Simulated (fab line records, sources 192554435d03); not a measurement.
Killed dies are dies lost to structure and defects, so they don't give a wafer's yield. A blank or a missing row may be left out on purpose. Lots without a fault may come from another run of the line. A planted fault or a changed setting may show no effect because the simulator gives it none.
fab line records | flow n5_finfet
record lots=7 wafers=21
route steps=1938 shown BEOL_M13@1661 BEOL_M14@1743 BEOL_M15@1820
start_h: hours from the record's first day to the start of the lot's first wafer shown | wait_h: hours since the lot's step before | " the same as in the row above | L1.1+2: a row that stands for several wafers | - no value, or no start given | * or withheld: withheld | < > ~ a bound
route shown NAME@n: a module of which the file shows steps, and the number in the route of the first | usual: mean/standard deviation of fault-free wafers | same: alike in all rows | chamber/n: place in a boat | sites: the reading at each site | _std_site: their standard deviation | _edge_site: outer sites' mean less inner sites' | radius_mm: how far each site lies from the wafer's centre | mask NAME#n: copy n | behind: the tool/chamber that last shaped the wafer | hold: why the lot was held/for how many hours/how that ended | device: the transistor (n, p or np) that didn't switch | end of line: the same wafers' tests at the end of the route | a step without rows: its recipe alone | killed: dies lost to structure and defects at the first sort, not the wafer's yield | map: a wafer's dies, x killed, . not, _ none there
set.NAME: the setting as run; set.NAME@STEP: as run at that earlier step | model.NAME: the simulator's own value behind a step, which no gauge read
lots whose settings were changed on purpose; a table a step, a row a wafer
## steps
# step N5_BEOL_M13_COAT_58
# recipe resist=BARC temp_c=205 time_s=60 spin_rpm=1500 resist_thk_nm=89
# columns lot.wafer tool chamber start_h wait_h set.spin_rpm model.BARC_of_BEOL_M13_COAT_58.thk_nm
L074.1 litho_track-04 0 315.44 0.0 1500 89.2
L074.4 " 0 " " 1622 85.4
L074.5 " 0 " " 1622 85.6
L075.3+4+5 litho_track-01 0 336.16 0.0 1397 92
L076.3+4 litho_track-01 0 342.32 0.0 1607 86.2
L076.6 " 0 " " 1500 89.2
L078.2 litho_track-01 0 348.53 0.0 1396 92.4
L078.5 " 0 " " 1396 92.8
L078.6 " 0 " " 1500 89.4
L089.1 litho_track-03 0 427.59 0.0 1354 93.8
L089.3+4 " 0 " " 1500 88.8
L091.2+4 litho_track-04 0 435.69 0.0 1500 89
L091.3 " 0 " " 1500 89.4
L092.1 litho_track-03 0 450.16 0.0 1500 89.4
L092.2+4 " 0 " " 1500 89.6
# step N5_BEOL_M13_COAT_04
# recipe spin_rpm=1625 resist_thk_nm=400
# step N5_BEOL_M13_EBR_06
# recipe solvent=PGMEA ebr_width_mm=1.5
# step N5_BEOL_M13_DESCUM_15
# recipe chemistry=O2 time_s=7.9 source_power_w=50 bias_power_w=20 pressure_mtorr=20 rf_frequency_hz=2.712e+07 temp_c=40 o2_flow_sccm=225
# step N5_BEOL_M13_ETCH_59
# recipe chemistry=N2/H2 target=BARC target_depth_a=890 overetch_a=267 time_s=67.9 ion_energy_ev=200 pressure_mtorr=30 source_w=840 bias_w=150 n2_flow_sccm=200 h2_flow_sccm=200
# columns lot.wafer tool chamber start_h wait_h set.spin_rpm@BEOL_M13_COAT_58 model.etch.depth_nm
L074.1 rie_diel-02 1 315.96 0.0 1500 89.18
L074.4 " 3 " " 1622 85.45
L074.5 " 1 " " 1622 85.65
L075.3 rie_diel-05 0 337.57 0.0 1397 92.09
L075.4 " 1 " " 1397 92.08
L075.5 " 1 " " 1397 91.97
L076.3 rie_diel-06 3 342.73 0.0 1607 86.16
L076.4 " 0 " " 1607 86.1
L076.6 " 1 " " 1500 89.14
L078.2 rie_diel-06 1 349.66 0.0 1396 92.31
L078.5 " 3 " " 1396 92.73
L078.6 " 2 " " 1500 89.31
L089.1 rie_diel-05 0 428.57 0.0 1354 93.89
L089.3 " 2 " " 1500 88.82
L089.4 " 3 " " 1500 88.73
L091.2 rie_diel-05 0 436.39 0.0 1500 89.09
L091.3 " 3 " " 1500 89.43
L091.4 " 1 " " 1500 89.1
L092.1 rie_diel-06 3 451.24 0.0 1500 89.39
L092.2 " 0 " " 1500 89.53
L092.4 " 1 " " 1500 89.59
# step N5_BEOL_M13_VIA_ETCH_16
# recipe chemistry=C4F8/O2/Ar target=SiOC pressure_mtorr=30 source_w=3000 bias_w=700 Ar_flow_sccm=400 C4F8_flow_sccm=15 O2_flow_sccm=8 he_inner_torr=15 he_outer_torr=30 target_depth_a=9217 time_s=withheld ion_energy_ev=250 ends=cleared
# columns lot.wafer tool chamber start_h wait_h set.time_s@BEOL_M13_ILD_DEP_00 model.etch.depth_nm model.coat_of_BEOL_M13_COAT_04.thk_nm
L074.1 rie_diel-02 1 316.01 0.0 * 822.7 78
L074.4 " 3 " " * 851 69.2
L074.5 " 1 " " * 830.7 76.2
L075.3 rie_diel-05 0 337.63 0.0 * 894.8 53.6
L075.4 " 1 " " * 839.4 70
L075.5 " 1 " " * 826.2 74.6
L076.3 rie_diel-06 3 342.78 0.0 * 763.4 86.6
L076.4 " 0 " " * 839.8 71.6
L076.6 " 1 " " * 832.2 71.2
L078.2 rie_diel-06 1 349.71 0.0 * 821.3 78
L078.5 " 3 " " * 896.2 50.8
L078.6 " 2 " " * 897.5 54.6
L089.1 rie_diel-05 0 428.62 0.0 * 839 71.8
L089.3 " 2 " " * 892.3 53.8
L089.4 " 3 " " * 837.8 70.2
L091.2 rie_diel-05 0 436.45 0.0 * 826.9 76.4
L091.3 " 3 " " * 861.9 64.4
L091.4 " 1 " " * 853.3 64.4
L092.1 rie_diel-06 3 451.29 0.0 * 843.1 64.4
L092.2 " 0 " " * 834 73
L092.4 " 1 " " * 854.2 65.6
# step N5_BEOL_M13_STRIP_63
# recipe chemistry=N2/H2 power_w=1000 temp_c=250 h2_frac=0.65 overash_fraction=0.3 pressure_mtorr=1000 n2_flow_sccm=1750 h2_flow_sccm=3250
# step N5_BEOL_M13_STRIP_64
# recipe chemistry=N2/H2 power_w=1000 temp_c=250 h2_frac=0.65 overash_fraction=0.3 pressure_mtorr=withheld n2_flow_sccm=1750 h2_flow_sccm=3250
# usual strip_time_to_endpoint_s=31.35/0.076
# columns lot.wafer tool chamber start_h wait_h set.spin_rpm@BEOL_M13_COAT_58 strip_time_to_endpoint_s
L074.1 plasma_asher-01 0 316.30 0.0 1500 31.37
L074.4 " 0 " " 1622 30.29
L074.5 " 0 " " 1622 30.36
L075.3 plasma_asher-01 0 337.94 0.0 1397 32.19
L075.4 " 1 " " 1397 32.18
L075.5 " 0 " " 1397 32.16
L076.3 plasma_asher-01 0 343.09 0.0 1607 30.50
L076.4 " 1 " " 1607 30.47
L076.6 " 0 " " 1500 31.35
L078.2 plasma_asher-01 0 350.01 0.0 1396 32.25
L078.5 " 0 " " 1396 32.39
L078.6 " 1 " " 1500 31.38
L089.1 plasma_asher-02 1 428.92 0.0 1354 32.71
L089.3 " 1 " " 1500 31.29
L089.4 " 0 " " 1500 31.23
L091.2 plasma_asher-01 1 436.74 0.0 1500 31.34
L091.3 " 1 " " 1500 31.44
L091.4 " 0 " " 1500 31.34
L092.1 plasma_asher-01 0 451.58 0.0 1500 31.40
L092.2 " 1 " " 1500 31.47
L092.4 " 0 " " 1500 31.47
# step N5_BEOL_M14_PEB_26
# recipe peb_temp_c=130 peb_time_s=90
# columns lot.wafer tool chamber start_h wait_h set.peb_temp_c
L074.1+4+5 litho_track-02 0 327.59 0.1 130
L075.3+4 litho_track-02 0 344.12 0.0 131.5
L075.5 " 0 " " 130
L076.3+4+6 litho_track-02 0 349.58 0.0 132.5
L078.2+5+6 litho_track-01 0 356.34 0.0 130
L089.1+3 litho_track-02 0 437.93 0.1 127.4
L089.4 " 0 " " 130
L091.2+3+4 litho_track-02 0 445.45 0.0 130
L092.1 litho_track-01 0 458.41 0.1 130
L092.2+4 " 0 " " 128.1
# step N5_BEOL_M14_DEVELOP_27
# recipe develop_time_s=45 rinse_liquid=diw dry=air_spin dev_temp_c=21
# step N5_BEOL_M14_HARDBAKE_32
# recipe temp_c=130 time_s=120
# step N5_BEOL_M14_DESCUM_33
# recipe chemistry=O2 time_s=7.9 source_power_w=50 bias_power_w=20 pressure_mtorr=20 rf_frequency_hz=2.712e+07 temp_c=40 o2_flow_sccm=225
# columns lot.wafer tool chamber start_h wait_h set.peb_temp_c@BEOL_M14_PEB_26 model.BEOL_M14.cd_nm
L074.1 rie_diel-01 2 327.82 0.1 130 284.4
L074.4 " 1 " " 130 289.4
L074.5 " 2 " " 130 285.4
L075.3 rie_diel-04 2 344.32 0.0 131.5 290
L075.4 " 3 " " 131.5 295.8
L075.5 " 0 " " 130 285.8
L076.3 rie_diel-01 0 349.79 0.0 132.5 293.8
L076.4 " 1 " " 132.5 300.6
L076.6 " 2 " " 132.5 297.2
L078.2 rie_diel-03 1 356.54 0.0 130 288
L078.5 " 1 " " 130 289
L078.6 " 0 " " 130 291
L089.1 rie_diel-01 1 438.13 0.0 127.4 268.4
L089.3 " 0 " " 127.4 270
L089.4 " 1 " " 130 281.4
L091.2 rie_diel-03 3 445.65 0.0 130 284.8
L091.3 " 1 " " 130 283
L091.4 " 2 " " 130 285
L092.1 rie_diel-03 2 458.62 0.0 130 286.2
L092.2 " 0 " " 128.1 278.2
L092.4 " 3 " " 128.1 279.2
# step N5_BEOL_M14_TRENCH_ETCH_34
# recipe chemistry=C4F8/O2/Ar target=SiO2 target_depth_a=5566.5 mask_material=SOC he_inner_torr=15 he_outer_torr=30 time_s=126.9 ion_energy_ev=800 pressure_mtorr=20 source_w=1905 bias_w=2040 Ar_flow_sccm=400 C4F8_flow_sccm=16 O2_flow_sccm=12
# columns lot.wafer tool chamber start_h wait_h set.time_s
L074.1 rie_diel-01 2 328.28 0.0 126.9
L074.4+5 " 1,2 " " 105.7
L075.3+4 rie_diel-04 2,3 344.77 0.0 107.5
L075.5 " 0 " " 126.9
L076.3+6 rie_diel-01 0,2 350.24 0.0 142.7
L076.4 " 1 " " 126.9
L078.2+5+6 rie_diel-03 1,1,0 357.00 0.0 126.9
L089.1+4 rie_diel-01 1 438.59 0.0 126.9
L089.3 " 0 " " 111.3
L091.2+3+4 rie_diel-03 3,1,2 446.11 0.0 126.9
L092.1+2+4 rie_diel-03 2,0,3 459.07 0.0 126.9
# step N5_BEOL_M14_STRIP_70
# recipe chemistry=C4F8/O2/Ar resist=SiARC rf_frequency_hz=6e+07
# step N5_BEOL_M14_PRE_CLEAN_52
# recipe gas=NH3 time_s=15 temp_c=withheld rf_power_w=300
# step N5_BEOL_M14_DEP_53
# recipe material=SiCN target_thk_a=500 temp_c=withheld precursor=3MS/NH3 pressure_torr=3 rf_w=675 time_s=17.8
# step N5_BEOL_M14_RS_MEAS_54
# recipe thk_meas_gauge=four-point-probe reads=Cu_of_BEOL_M14_ECD_47+Ta_of_BEOL_M14_SPUTTER_44+TaN_of_BEOL_M14_SPUTTER_43
# usual M14_RS=0.0334/0.0013
# columns lot.wafer tool chamber start_h wait_h set.time_s@BEOL_M14_TRENCH_ETCH_34 M14_RS[ohm/sq]
L074.1 film_metro-02 - 330.93 0.0 126.9 0.0356
L074.4 " - " " 105.7 0.0400
L074.5 " - " " 105.7 0.0433
L075.3 film_metro-02 - 348.15 0.1 107.5 0.0391
L075.4 " - " " 107.5 0.0416
L075.5 " - " " 126.9 0.0322
L076.3 film_metro-01 - 352.47 0.1 142.7 0.0291
L076.4 " - " " 126.9 0.0330
L076.6 " - " " 142.7 0.0315
L078.2 film_metro-02 - 359.81 0.1 126.9 0.0332
L078.5 " - " " 126.9 0.0330
L078.6 " - " " 126.9 0.0311
L089.1 film_metro-01 - 446.97 0.0 126.9 0.0336
L089.3 " - " " 111.3 0.0372
L089.4 " - " " 126.9 0.0337
L091.2 film_metro-02 - 449.65 0.1 126.9 0.0349
L091.3 " - " " 126.9 0.0332
L091.4 " - " " 126.9 0.0325
L092.1 film_metro-02 - 463.47 0.0 126.9 0.0332
L092.2 " - " " 126.9 0.0320
L092.4 " - " " 126.9 0.0345
# step N5_BEOL_M15_SPUTTER_44
# recipe material=Ta target_thk_a=150 temp_c=50 bias_v=80 power_w=15000 chamber_pressure_pa=0.07 time_s=24.19
# columns lot.wafer tool chamber start_h wait_h set.power_w model.Ta_of_BEOL_M15_SPUTTER_44.thk_nm
L074.1 pvd_sputter-01 - 341.55 0.0 15000 15
L074.4 " - " " 15000 15.4
L074.5 " - " " 13030 13
L075.3 pvd_sputter-01 - 354.48 0.0 15000 15
L075.4 " - " " 17500 17.2
L075.5 " - " " 15000 14.8
L076.3 pvd_sputter-02 - 355.74 0.0 15000 15
L076.4 " - " " 14140 14.6
L076.6 " - " " 14140 14.4
L078.2+6 pvd_sputter-01 - 362.91 0.0 15000 15
L078.5 " - " " 15000 15.2
L089.1+4 pvd_sputter-01 - 451.60 0.0 15000 15.2
L089.3 " - " " 15000 15
L091.2+3+4 pvd_sputter-02 - 455.00 0.0 15000 15.2
L092.1+2 pvd_sputter-02 - 474.70 0.0 15730 16
L092.4 " - " " 15000 15.2
## key
split step=N5_BEOL_M13_COAT_58 setting=spin_rpm stated=1500 by=wafer
response step=N5_BEOL_M13_COAT_58 reading=model.BARC_of_BEOL_M13_COAT_58.thk_nm change=-0.471 per=1% r=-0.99
response step=N5_BEOL_M13_ETCH_59 reading=model.etch.depth_nm change=-0.473 per=1% r=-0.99
response step=N5_BEOL_M13_STRIP_64 reading=strip_time_to_endpoint_s change=* per=1% r=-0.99
split step=N5_BEOL_M14_PEB_26 setting=peb_temp_c stated=130 by=wafer
response step=N5_BEOL_M14_DESCUM_33 reading=model.BEOL_M14.cd_nm change=+5.83 per=1% r=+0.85
split step=N5_BEOL_M14_TRENCH_ETCH_34 setting=time_s stated=126.9 by=wafer
response step=N5_BEOL_M14_RS_MEAS_54 reading=M14_RS change=-0.000371 per=1% r=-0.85
split step=N5_BEOL_M15_SPUTTER_44 setting=power_w stated=15000 by=wafer
response step=N5_BEOL_M15_SPUTTER_44 reading=model.Ta_of_BEOL_M15_SPUTTER_44.thk_nm change=+0.146 per=1% r=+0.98
split outside_this_file step=N5_BEOL_M13_ILD_DEP_00 setting=time_s
# split outside_this_file: this setting was split too, and the file shows its column; the key of that split is in another file
